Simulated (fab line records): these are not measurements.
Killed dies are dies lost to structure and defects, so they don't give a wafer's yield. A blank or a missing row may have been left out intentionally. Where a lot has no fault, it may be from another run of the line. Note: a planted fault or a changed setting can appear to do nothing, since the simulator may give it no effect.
The tool behind it: which one? / flow n5-finfet / Sampling: 11 lots, 30 wafers, 5 of 1938 route steps

WHAT THE GAUGES READ, wafer by wafer
N5_BEOL_M4_RC_MEAS_101. Usual: DIBL_N 36.1 mV/V, standard deviation 2; DIBL_P 36.3 mV/V, standard deviation 2.5; IOFF_N 0.16 nA/um, standard deviation 0.037; IOFF_P 0.21 nA/um, standard deviation 0.039; ION_N 678 uA/um, standard deviation 15; ION_P 465 uA/um, standard deviation 8.7; SS_N 71.4 mV/dec, standard deviation 0.7; SS_P 73.3 mV/dec, standard deviation 0.74; VT_N 249 mV, standard deviation 3.6; VT_P -250.0 mV, standard deviation 2.9.
lot=L969; measured=day 7 18:09; on=prober-01; DIBL_N (mV/V)=35.5 33.2; DIBL_P (mV/V)=36.4 33.5; IOFF_N (nA/um)=0.16 0.11; IOFF_P (nA/um)=0.26 0.20; ION_N (uA/um)=669 649; ION_P (uA/um)=475 462; SS_N (mV/dec)=72.2 71.1; SS_P (mV/dec)=73.6 72.7; VT_N (mV)=251 257; VT_P (mV)=-243.3 -247.6; flag=
lot=L970; measured=day 8 10:25; on=prober-02; DIBL_N (mV/V)=38.3 35.3 35.2; DIBL_P (mV/V)=39.1 35.5 36.0; IOFF_N (nA/um)=0.24 0.16 0.16; IOFF_P (nA/um)=0.29 0.22 0.23; ION_N (uA/um)=711 670 671; ION_P (uA/um)=482 465 465; SS_N (mV/dec)=71.9 71.7 71.8; SS_P (mV/dec)=73.6 71.8 72.8; VT_N (mV)=241 249 245; VT_P (mV)=-245.8 -248.4 -249.0; flag=
lot=L971; measured=day 8 23:31; on=prober-01; DIBL_N (mV/V)=35.7 37.6; DIBL_P (mV/V)=35.4 37.8; IOFF_N (nA/um)=0.14 0.18; IOFF_P (nA/um)=0.17 0.22; ION_N (uA/um)=675 674; ION_P (uA/um)=457 460; SS_N (mV/dec)=70.6 72.1; SS_P (mV/dec)=73.0 74.7; VT_N (mV)=254 249; VT_P (mV)=-255.2 -249.7; flag=
lot=L973; measured=day 9 03:50; on=prober-01; DIBL_N (mV/V)=37.2 39.2 38.7; DIBL_P (mV/V)=35.6 36.4 36.8; IOFF_N (nA/um)=0.17 0.20 0.18; IOFF_P (nA/um)=0.23 0.25 0.26; ION_N (uA/um)=688 681 688; ION_P (uA/um)=472 459 473; SS_N (mV/dec)=71.7 72.3 72.6; SS_P (mV/dec)=74.1 73.8 73.2; VT_N (mV)=249 247 249; VT_P (mV)=-251.1 -249.6 -251.2; flag=
lot=L976; measured=day 9 07:47; on=prober-02; DIBL_N (mV/V)=32.3 34.5 37.8; DIBL_P (mV/V)=30.4 33.9 38.5; IOFF_N (nA/um)=0.09 0.12 0.17; IOFF_P (nA/um)=0.14 0.18 0.25; ION_N (uA/um)=653 666 672; ION_P (uA/um)=459 465 467; SS_N (mV/dec)=70.1 71.4 71.9; SS_P (mV/dec)=71.2 73.0 73.8; VT_N (mV)=257 251 248; VT_P (mV)=-253.7 -250.1 -247.8; flag=
lot=L977; measured=day 10 17:14; on=prober-02; DIBL_N (mV/V)=38.9 35.9 36.7; DIBL_P (mV/V)=40.1 37.6 38.4; IOFF_N (nA/um)=0.20 0.15 0.16; IOFF_P (nA/um)=0.21 0.18 0.19; ION_N (uA/um)=675 673 670; ION_P (uA/um)=456 453 452; SS_N (mV/dec)=72.3 71.5 72.0; SS_P (mV/dec)=73.5 72.7 72.8; VT_N (mV)=250 252 252; VT_P (mV)=-253.0 -254.6 -253.3; flag=
lot=L978; measured=day 10 18:18; on=prober-01; DIBL_N (mV/V)=33.9 37.4; DIBL_P (mV/V)=33.0 38.3; IOFF_N (nA/um)=0.12 0.17; IOFF_P (nA/um)=0.17 0.26; ION_N (uA/um)=663 678; ION_P (uA/um)=464 469; SS_N (mV/dec)=71.1 71.9; SS_P (mV/dec)=72.9 74.4; VT_N (mV)=255 249; VT_P (mV)=-251.0 -245.3; flag=
lot=L979; measured=day 10 22:55; on=prober-02; DIBL_N (mV/V)=34.5 36.6 36.0; DIBL_P (mV/V)=33.9 35.8 35.6; IOFF_N (nA/um)=0.13 0.16 0.16; IOFF_P (nA/um)=0.19 0.22 0.21; ION_N (uA/um)=677 685 683; ION_P (uA/um)=467 462 465; SS_N (mV/dec)=71.6 72.0 71.9; SS_P (mV/dec)=73.5 73.9 73.1; VT_N (mV)=249 246 247; VT_P (mV)=-249.3 -250.9 -249.6; flag=
lot=L980; measured=day 11 15:52; on=prober-01; DIBL_N (mV/V)=34.2 35.7 39.3; DIBL_P (mV/V)=32.9 34.2 38.5; IOFF_N (nA/um)=0.12 0.14 0.20; IOFF_P (nA/um)=0.19 0.20 0.28; ION_N (uA/um)=666 675 667; ION_P (uA/um)=463 466 456; SS_N (mV/dec)=70.9 71.2 73.3; SS_P (mV/dec)=72.2 73.9 73.9; VT_N (mV)=253 252 247; VT_P (mV)=-250.1 -249.2 -248.1; flag=
lot=L983; measured=day 12 04:50; on=prober-01; DIBL_N (mV/V)=38.4 33.5 37.6; DIBL_P (mV/V)=37.4 33.7 38.1; IOFF_N (nA/um)=0.20 0.13 0.20; IOFF_P (nA/um)=0.24 0.19 0.26; ION_N (uA/um)=668 669 702; ION_P (uA/um)=460 463 478; SS_N (mV/dec)=72.1 70.5 71.5; SS_P (mV/dec)=74.1 73.0 74.3; VT_N (mV)=250 251 245; VT_P (mV)=-247.2 -248.7 -247.0; flag=
lot=L985; measured=day 12 19:57; on=prober-02; DIBL_N (mV/V)=32.4 35.0 32.9; DIBL_P (mV/V)=32.2 36.2 34.0; IOFF_N (nA/um)=0.11 0.15 0.13; IOFF_P (nA/um)=0.13 0.18 0.16; ION_N (uA/um)=660 670 675; ION_P (uA/um)=448 458 461; SS_N (mV/dec)=70.8 71.6 70.4; SS_P (mV/dec)=71.7 73.5 71.8; VT_N (mV)=252 250 248; VT_P (mV)=-256.9 -254.3 -254.9; flag=

WHAT TOOL EACH LOT RAN ON (gives the tool, then ch and the chambers of the sampled wafers, and finally the start)
lot=L969; N5_BEOL_M2_ALD_84=ald-metal-02 ch 1,3, day 6 20:51; N5_BEOL_M2_SPUTTER_48=pvd-sputter-03, day 6 21:20; N5_BEOL_M2_SPUTTER_79=pvd-sputter-03, day 6 21:34; N5_BEOL_M2_SPUTTER_90=pvd-sputter-03, day 6 22:26
lot=L970; N5_BEOL_M2_ALD_84=ald-metal-03 ch 0,1,2, day 7 06:19; N5_BEOL_M2_SPUTTER_48=pvd-sputter-01, day 7 08:20; N5_BEOL_M2_SPUTTER_79=pvd-sputter-01, day 7 08:33; N5_BEOL_M2_SPUTTER_90=pvd-sputter-01, day 7 09:26
lot=L971; N5_BEOL_M2_ALD_84=ald-metal-02 ch 0,1, day 7 21:46; N5_BEOL_M2_SPUTTER_48=pvd-sputter-03, day 7 22:18; N5_BEOL_M2_SPUTTER_79=pvd-sputter-03, day 7 22:31; N5_BEOL_M2_SPUTTER_90=pvd-sputter-03, day 7 23:24
lot=L973; N5_BEOL_M2_ALD_84=ald-metal-03 ch 0,1,3, day 8 01:03; N5_BEOL_M2_SPUTTER_48=pvd-sputter-03, day 8 01:36; N5_BEOL_M2_SPUTTER_79=pvd-sputter-03, day 8 01:49; N5_BEOL_M2_SPUTTER_90=pvd-sputter-03, day 8 02:42
lot=L976; N5_BEOL_M2_ALD_84=ald-metal-03 ch 0,2,3, day 8 10:40; N5_BEOL_M2_SPUTTER_48=pvd-sputter-03, day 8 11:20; N5_BEOL_M2_SPUTTER_79=pvd-sputter-03, day 8 11:34; N5_BEOL_M2_SPUTTER_90=pvd-sputter-03, day 8 12:26
lot=L977; N5_BEOL_M2_ALD_84=ald-metal-04 ch 0,3, day 9 00:25; N5_BEOL_M2_SPUTTER_48=pvd-sputter-03, day 9 00:59; N5_BEOL_M2_SPUTTER_79=pvd-sputter-03, day 9 01:12; N5_BEOL_M2_SPUTTER_90=pvd-sputter-03, day 9 02:05
lot=L978; N5_BEOL_M2_ALD_84=ald-metal-02 ch 0,1, day 9 00:47; N5_BEOL_M2_SPUTTER_48=pvd-sputter-01, day 9 01:15; N5_BEOL_M2_SPUTTER_79=pvd-sputter-01, day 9 01:28; N5_BEOL_M2_SPUTTER_90=pvd-sputter-01, day 9 02:21
lot=L979; N5_BEOL_M2_ALD_84=ald-metal-03 ch 2,3, day 9 07:28; N5_BEOL_M2_SPUTTER_48=pvd-sputter-02, day 9 07:59; N5_BEOL_M2_SPUTTER_79=pvd-sputter-02, day 9 08:12; N5_BEOL_M2_SPUTTER_90=pvd-sputter-02, day 9 09:05
lot=L980; N5_BEOL_M2_ALD_84=ald-metal-04 ch 1,2, day 10 03:59; N5_BEOL_M2_SPUTTER_48=pvd-sputter-03, day 10 04:30; N5_BEOL_M2_SPUTTER_79=pvd-sputter-03, day 10 04:43; N5_BEOL_M2_SPUTTER_90=pvd-sputter-03, day 10 05:36
lot=L983; N5_BEOL_M2_ALD_84=ald-metal-03 ch 0,1,3, day 10 17:05; N5_BEOL_M2_SPUTTER_48=pvd-sputter-03, day 10 17:48; N5_BEOL_M2_SPUTTER_79=pvd-sputter-03, day 10 18:01; N5_BEOL_M2_SPUTTER_90=pvd-sputter-03, day 10 18:54
lot=L985; N5_BEOL_M2_ALD_84=ald-metal-04 ch 0,2,3, day 11 10:55; N5_BEOL_M2_SPUTTER_48=pvd-sputter-03, day 11 11:29; N5_BEOL_M2_SPUTTER_79=pvd-sputter-03, day 11 11:42; N5_BEOL_M2_SPUTTER_90=pvd-sputter-03, day 11 12:35
- N5_BEOL_M2_ALD_84: deposits TaN, pulse time 2 s, purge time 3 s, co reactant purge time 2 s.
- N5_BEOL_M2_SPUTTER_48: material Cu, target thk 4.5 nm, time 8.29 s.
- N5_BEOL_M2_SPUTTER_79: material Cu, target thk 4.5 nm, time 8.29 s.
- N5_BEOL_M2_SPUTTER_90: material Cu, target thk 4.5 nm, time 8.29 s.

AS READ BY THE TOOLS THEMSELVES (means over the sampled wafers that have a number; for cases with no such wafer, the mark the record gives instead)
N5_BEOL_M2_ALD_84. Usual: heater-power-w at 421 W, with a standard deviation of 46.
lot=L969; tool=ald-metal-02; heater-power-w (W)=420; flag=
lot=L970; tool=ald-metal-03; heater-power-w (W)=458; flag=
lot=L971; tool=ald-metal-02; heater-power-w (W)=414; flag=
lot=L973; tool=ald-metal-03; heater-power-w (W)=424; flag=
lot=L976; tool=ald-metal-03; heater-power-w (W)=411; flag=
lot=L977; tool=ald-metal-04; heater-power-w (W)=466; flag=
lot=L978; tool=ald-metal-02; heater-power-w (W)=416; flag=
lot=L979; tool=ald-metal-03; heater-power-w (W)=423; flag=
lot=L980; tool=ald-metal-04; heater-power-w (W)=426; flag=
lot=L983; tool=ald-metal-03; heater-power-w (W)=419; flag=
lot=L985; tool=ald-metal-04; heater-power-w (W)=420; flag=

N5_BEOL_M2_SPUTTER_48. Usual: chamber-pressure-pa 0.07001 Pa, standard deviation 0.00013; throttle-valve-pct 30.3 %, standard deviation 0.94.
lot=L969; tool=pvd-sputter-03; chamber-pressure-pa (Pa)=0.06995; throttle-valve-pct (%)=30.4; flag=
lot=L970; tool=pvd-sputter-01; chamber-pressure-pa (Pa)=0.07001; throttle-valve-pct (%)=30.2; flag=
lot=L971; tool=pvd-sputter-03; chamber-pressure-pa (Pa)=0.06998; throttle-valve-pct (%)=31.1; flag=
lot=L973; tool=pvd-sputter-03; chamber-pressure-pa (Pa)=0.06999; throttle-valve-pct (%)=30.5; flag=
lot=L976; tool=pvd-sputter-03; chamber-pressure-pa (Pa)=0.06999; throttle-valve-pct (%)=30.7; flag=
lot=L977; tool=pvd-sputter-03; chamber-pressure-pa (Pa)=0.06987; throttle-valve-pct (%)=29.6; flag=
lot=L978; tool=pvd-sputter-01; chamber-pressure-pa (Pa)=0.07007; throttle-valve-pct (%)=30.2; flag=
lot=L979; tool=pvd-sputter-02; chamber-pressure-pa (Pa)=0.06999; throttle-valve-pct (%)=30.4; flag=
lot=L980; tool=pvd-sputter-03; chamber-pressure-pa (Pa)=0.06996; throttle-valve-pct (%)=30.7; flag=
lot=L983; tool=pvd-sputter-03; chamber-pressure-pa (Pa)=0.06987; throttle-valve-pct (%)=30.5; flag=
lot=L985; tool=pvd-sputter-03; chamber-pressure-pa (Pa)=0.07008; throttle-valve-pct (%)=30.8; flag=

N5_BEOL_M2_SPUTTER_79. Usual: chamber-pressure-pa 0.07001 Pa, standard deviation 0.00014; throttle-valve-pct 30.3 %, standard deviation 0.92.
lot=L969; tool=pvd-sputter-03; chamber-pressure-pa (Pa)=0.07000; throttle-valve-pct (%)=30.1; flag=
lot=L970; tool=pvd-sputter-01; chamber-pressure-pa (Pa)=0.07002; throttle-valve-pct (%)=30.2; flag=
lot=L971; tool=pvd-sputter-03; chamber-pressure-pa (Pa)=0.06996; throttle-valve-pct (%)=31.0; flag=
lot=L973; tool=pvd-sputter-03; chamber-pressure-pa (Pa)=0.07001; throttle-valve-pct (%)=30.7; flag=
lot=L976; tool=pvd-sputter-03; chamber-pressure-pa (Pa)=0.06996; throttle-valve-pct (%)=30.5; flag=
lot=L977; tool=pvd-sputter-03; chamber-pressure-pa (Pa)=0.06998; throttle-valve-pct (%)=29.8; flag=
lot=L978; tool=pvd-sputter-01; chamber-pressure-pa (Pa)=0.07000; throttle-valve-pct (%)=30.4; flag=
lot=L979; tool=pvd-sputter-02; chamber-pressure-pa (Pa)=0.07002; throttle-valve-pct (%)=30.3; flag=
lot=L980; tool=pvd-sputter-03; chamber-pressure-pa (Pa)=0.07003; throttle-valve-pct (%)=30.6; flag=
lot=L983; tool=pvd-sputter-03; chamber-pressure-pa (Pa)=0.06552; throttle-valve-pct (%)=31.4; flag=OFF
lot=L985; tool=pvd-sputter-03; chamber-pressure-pa (Pa)=0.06540; throttle-valve-pct (%)=31.6; flag=OFF

N5_BEOL_M2_SPUTTER_90. Usual: chamber-pressure-pa 0.07002 Pa, standard deviation 0.00014; throttle-valve-pct 30.3 %, standard deviation 0.93.
lot=L969; tool=pvd-sputter-03; chamber-pressure-pa (Pa)=0.07014; throttle-valve-pct (%)=30.4; flag=
lot=L970; tool=pvd-sputter-01; chamber-pressure-pa (Pa)=0.07001; throttle-valve-pct (%)=30.2; flag=
lot=L971; tool=pvd-sputter-03; chamber-pressure-pa (Pa)=0.07020; throttle-valve-pct (%)=31.2; flag=
lot=L973; tool=pvd-sputter-03; chamber-pressure-pa (Pa)=0.06998; throttle-valve-pct (%)=30.6; flag=
lot=L976; tool=pvd-sputter-03; chamber-pressure-pa (Pa)=0.06992; throttle-valve-pct (%)=30.6; flag=
lot=L977; tool=pvd-sputter-03; chamber-pressure-pa (Pa)=0.07001; throttle-valve-pct (%)=29.8; flag=
lot=L978; tool=pvd-sputter-01; chamber-pressure-pa (Pa)=0.07006; throttle-valve-pct (%)=30.0; flag=
lot=L979; tool=pvd-sputter-02; chamber-pressure-pa (Pa)=0.07006; throttle-valve-pct (%)=30.5; flag=
lot=L980; tool=pvd-sputter-03; chamber-pressure-pa (Pa)=0.06994; throttle-valve-pct (%)=30.5; flag=
lot=L983; tool=pvd-sputter-03; chamber-pressure-pa (Pa)=0.07014; throttle-valve-pct (%)=30.5; flag=
lot=L985; tool=pvd-sputter-03; chamber-pressure-pa (Pa)=0.07012; throttle-valve-pct (%)=30.5; flag=

THE ANSWER, worked out from the rows above alone
Rule: take the mean of a lot's wafers that have a number; if it is more than 3 standard deviations from the usual mean, the lot is off. A lot without any number at a reading at which 4 lots or more have one is off too. Where the step has rows for the other lots, those lots are counted as sound. Order of review: gauges by route order, followed by the tools' own readings, for which a lot's mean as printed above is used. At the first step where some lot is off, the reading lying furthest off is the one used; lots without a number count as furthest.
Off, at N5_BEOL_M2_SPUTTER_79 on chamber-pressure-pa: L983, L985.
If a tool, at that step or one of the process steps before it, ran each lot that is off and ran no sound lot following the first of them, it fits. One fits: pvd-sputter-03 at N5_BEOL_M2_SPUTTER_48 and N5_BEOL_M2_SPUTTER_79. At N5_BEOL_M2_SPUTTER_48 its last sound lot is L980 (day 10 04:30), its first lot that is off L983 (day 10 17:48): a fault that began between those two fits.

WHAT HAD BEEN PUT IN BY THE SIMULATOR
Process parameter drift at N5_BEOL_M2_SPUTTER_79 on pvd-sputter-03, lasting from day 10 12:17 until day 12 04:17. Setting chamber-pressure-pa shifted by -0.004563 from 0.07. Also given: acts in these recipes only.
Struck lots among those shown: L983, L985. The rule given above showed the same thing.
